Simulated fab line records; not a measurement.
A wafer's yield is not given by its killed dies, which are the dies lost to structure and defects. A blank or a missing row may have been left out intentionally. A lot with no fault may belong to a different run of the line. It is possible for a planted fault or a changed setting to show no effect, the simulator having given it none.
A struck lot beside a sound one + flow nand-harc + 40 steps out of a route of 1302
Sound: the wafers L750.1, L750.2, L750.3. Wafers struck: L763.3, L763.4, L763.6. The cause is named last.
At each step with rows: each side's tool, then ch and its chambers, then its first start. Under that, the readings that differ: sound wafers + struck wafers + difference of the means + sigmas: that difference in standard deviations of wafers without a fault.
alike: readings whose means differ by less than 2 such deviations, and words and numbers that are the same on both sides. not compared: withheld readings, readings that some wafer has no value for, bounds like >300 that may hide the same value, and numbers for which the record gives no deviation and whose values overlap.
A row with sigmas, a row that says differs or no value, or rows on one side alone: a step with any of these is where the two part. Numbers that have no deviation but don't overlap get no sigmas and don't part them. A reading that every wafer of one side lacks parts them only if that side has two wafers or more.

first, 7 steps without rows for these wafers: NHARC_A_CHANNEL_HOLE_D1_STRIP_41 (strips in N2/H2); NHARC_A_CHANNEL_HOLE_D1_STRIP_42 (strips in CF4/CHF3); NHARC_A_CHANNEL_HOLE_D1_STRIP_43 (strips in O2/COS); NHARC_A_CHANNEL_HOLE_D1_ETCH_44 (etches the open film in CF4/O2, target depth 140 nm, overetch 14 nm, time 77 s); NHARC_A_CHANNEL_HOLE_D1_STRIP_27 (strips in O2); NHARC_A_CHANNEL_HOLE_D1_PRECLEAN_28 (cleans in SC1); NHARC_A_CHANNEL_HOLE_D1_SRD_29.
NHARC_A_CHANNEL_HOLE_D1_CD_MEAS_30:
  sound on cd-sem-02 at day 10 20:43; struck on cd-sem-01 at day 15 18:01
  alike: cd-nm
following that, these wafers have no rows for 1 step: NHARC_A_CHANNEL_HOLE_D1_XSEM_31.
NHARC_A_CHANNEL_HOLE_D1_INSPECT_40:
  sound on defect-inspect-02 at day 10 20:54; struck on defect-inspect-02 at day 15 18:13
  alike: raw-defect-count
then, 2 steps without rows for these wafers: NHARC_A_CHANNEL_FILL_D1_PRECLEAN_00 (cleans in SC1); NHARC_A_CHANNEL_FILL_D1_SRD_01.
NHARC_A_CHANNEL_FILL_D1_ALD_02: deposits SiO2, target thk 6 nm, pulse time 10 s, ald cycles 60.
  sound on ald-hk-04 ch 0,1,2, day 10 21:06; struck on ald-hk-03 ch 2,3, day 15 18:25
| reading    | sound    | struck   | difference | sigmas |
|------------|----------|----------|------------|--------|
| ald-cycles | 60 60 60 | 38 38 38 | -22        |        |
  alike: heater-power-w, precursor-pulse-height-rel
NHARC_A_CHANNEL_FILL_D1_ALD_03: deposits SiNx, target thk 6 nm, pulse time 60 s, ald cycles 58.
  sound: ald-sin-batch-03 ch 0; struck: ald-sin-batch-02 ch 0
  alike: ald-cycles, precursor-pulse-height-rel
then, 2 steps without rows for these wafers: NHARC_A_CHANNEL_FILL_D1_ALD_14 (deposits SiO2, target thk 2.5 nm, pulse time 10 s, ald cycles 25); NHARC_A_CHANNEL_FILL_D1_ALD_15 (deposits SiNx, target thk 2 nm, pulse time 60 s, ald cycles 19).
NHARC_A_CHANNEL_FILL_D1_ALD_16: deposits SiO2, target thk 1.5 nm, pulse time 10 s, ald cycles 15.
  sound on ald-hk-01 ch 0,2,3, day 11 09:15; struck on ald-hk-03 ch 0,1,2, day 16 05:58
  alike: ald-cycles, heater-power-w, precursor-pulse-height-rel
then, 3 steps without rows for these wafers: NHARC_A_CHANNEL_FILL_D1_ANNEAL_17 (time 1800 s); NHARC_A_CHANNEL_FILL_D1_CVD_18 (deposits poly-Si, target thk 3 nm); NHARC_A_CHANNEL_FILL_D1_ETCHBACK_19 (etches the open film in HBr/Cl2, target depth 5 nm, time 1.7 s).
NHARC_A_CHANNEL_FILL_D1_ETCHBACK_20: etches the open film in C4F8/O2/Ar, target depth 27 nm, time 13.5 s.
  sound on rie-diel-13 ch 0,1,3, day 11 21:37; struck on rie-diel-02 ch 1,2, day 16 17:43
| reading      | sound       | struck      | difference | sigmas |
|--------------|-------------|-------------|------------|--------|
| rf-vpp-V (V) | 973 970 979 | 983 988 985 | +11        | +2     |
  alike: chamber-pressure-mTorr, oes-product-au
  not compared: rf-hours-counter-h
then, 5 steps without rows for these wafers: NHARC_A_CHANNEL_FILL_D1_STRIP_28 (strips in O2, time 20 s); NHARC_A_CHANNEL_FILL_D1_PRECLEAN_21 (cleans in dHF, time 30 s); NHARC_A_CHANNEL_FILL_D1_SRD_23; NHARC_A_CHANNEL_FILL_D1_CVD_05 (deposits poly-Si, target thk 5 nm); NHARC_A_CHANNEL_FILL_D1_ANNEAL_22 (time 7200 s).
NHARC_A_CHANNEL_FILL_D1_ALD_25: deposits SiOx, target thk 60 nm, pulse time 10 s, ald cycles 600.
  sound on ald-hk-03 ch 1,2,3, day 12 09:27; struck on ald-hk-03 ch 0,2,3, day 17 06:51
  alike: ald-cycles, heater-power-w, precursor-pulse-height-rel
then, 7 steps without rows for these wafers: NHARC_A_CHANNEL_FILL_D1_ETCHBACK_08 (etches the open film in C4F8, target depth 220 nm, time 110 s); NHARC_A_CHANNEL_FILL_D1_STRIP_29 (strips in O2, time 20 s); NHARC_A_CHANNEL_FILL_D1_PRECLEAN_30 (cleans in dHF, time 30 s); NHARC_A_CHANNEL_FILL_D1_SRD_31; NHARC_A_CHANNEL_FILL_D1_CVD_09 (deposits poly-Si, target thk 150 nm, time 3000 s); NHARC_A_CHANNEL_FILL_D1_CMP_10 (polishes, target thk 150 nm); NHARC_A_CHANNEL_FILL_D1_SRD_12.
NHARC_A_CHANNEL_FILL_D1_INSPECT_13:
  sound on defect-inspect-01 at day 12 21:05; struck on defect-inspect-02 at day 17 17:17
  alike: raw-defect-count
NHARC_A_DECK1_JOINT_ETCHBACK_07: etches the open film in HBr, target depth 105 nm, time 26.9 s.
  sound on rie-si-05 ch 1,2,3, day 12 21:08; struck on rie-si-04 ch 1,2,3, day 17 17:22
  alike: chamber-pressure-mTorr, drypump-motor-current-A, he-backside-leak-sccm, oes-product-au, throttle-valve-pct
  not compared: rf-hours-counter-h
then, 3 steps without rows for these wafers: NHARC_A_DECK1_JOINT_ETCH_25 (etches SiO2 in dHF, target depth 0.5 nm); NHARC_A_DECK1_JOINT_ETCH_19 (etches poly-Si in TMAH, target depth 3 nm); NHARC_A_DECK1_JOINT_ETCH_18 (etches SiO2 in dHF, target depth 3 nm).
-- record jumps: 13 days between struck wafers' starts before vs after; left off in module A_DECK1_JOINT, resumes in module END, first step shown is number 1301 of the route --
NHARC_END_WLT_00:
  sound on prober-01 at day 25 14:07; struck on prober-02 at day 30 23:12
| reading                           | sound             | struck            | difference | sigmas |
|-----------------------------------|-------------------|-------------------|------------|--------|
| VT_DECK1_BOTTOM                   | 0.882 0.876 0.882 | 0.848 0.850 0.854 | -0.029     | -4     |
| VT_DECK1_BOTTOM_INNER             | 0.877 0.866 0.879 | 0.852 0.847 0.850 | -0.024     | -3     |
| VT_DECK1_MEDIAN_NEAR_BOTTOM       | 0.873 0.870 0.885 | 0.861 0.844 0.851 | -0.024     | -3     |
| VT_DECK1_MEDIAN_NEAR_BOTTOM_INNER | 0.886 0.875 0.891 | 0.854 0.843 0.849 | -0.035     | -4     |
| VT_DECK1_MIDDLE                   | 0.892 0.887 0.898 | 0.856 0.854 0.853 | -0.038     | -5     |
| VT_DECK1_MIDDLE_INNER             | 0.899 0.895 0.891 | 0.867 0.863 0.858 | -0.032     | -4     |
| VT_DECK1_TOP                      | 0.908 0.901 0.901 | 0.867 0.874 0.863 | -0.035     | -4     |
| VT_DECK1_TOP_INNER                | 0.905 0.903 0.899 | 0.873 0.868 0.875 | -0.030     | -4     |
| VT_DECK2_BOTTOM_INNER             | 0.866 0.863 0.866 | 0.873 0.881 0.877 | +0.012     | +2     |
| VT_DECK2_MEDIAN_NEAR_BOTTOM       | 0.865 0.863 0.866 | 0.883 0.879 0.882 | +0.017     | +2     |
| VT_DECK2_MEDIAN_NEAR_BOTTOM_INNER | 0.867 0.868 0.862 | 0.875 0.878 0.889 | +0.015     | +2     |
  alike: VT_DECK2_BOTTOM, VT_DECK2_MIDDLE, VT_DECK2_MIDDLE_INNER, VT_DECK2_TOP, VT_DECK2_TOP_INNER

WHERE THEY PART
First at NHARC_A_CHANNEL_FILL_D1_ETCHBACK_20; last, within this record, at NHARC_END_WLT_00.

WHY: what the simulator had put in
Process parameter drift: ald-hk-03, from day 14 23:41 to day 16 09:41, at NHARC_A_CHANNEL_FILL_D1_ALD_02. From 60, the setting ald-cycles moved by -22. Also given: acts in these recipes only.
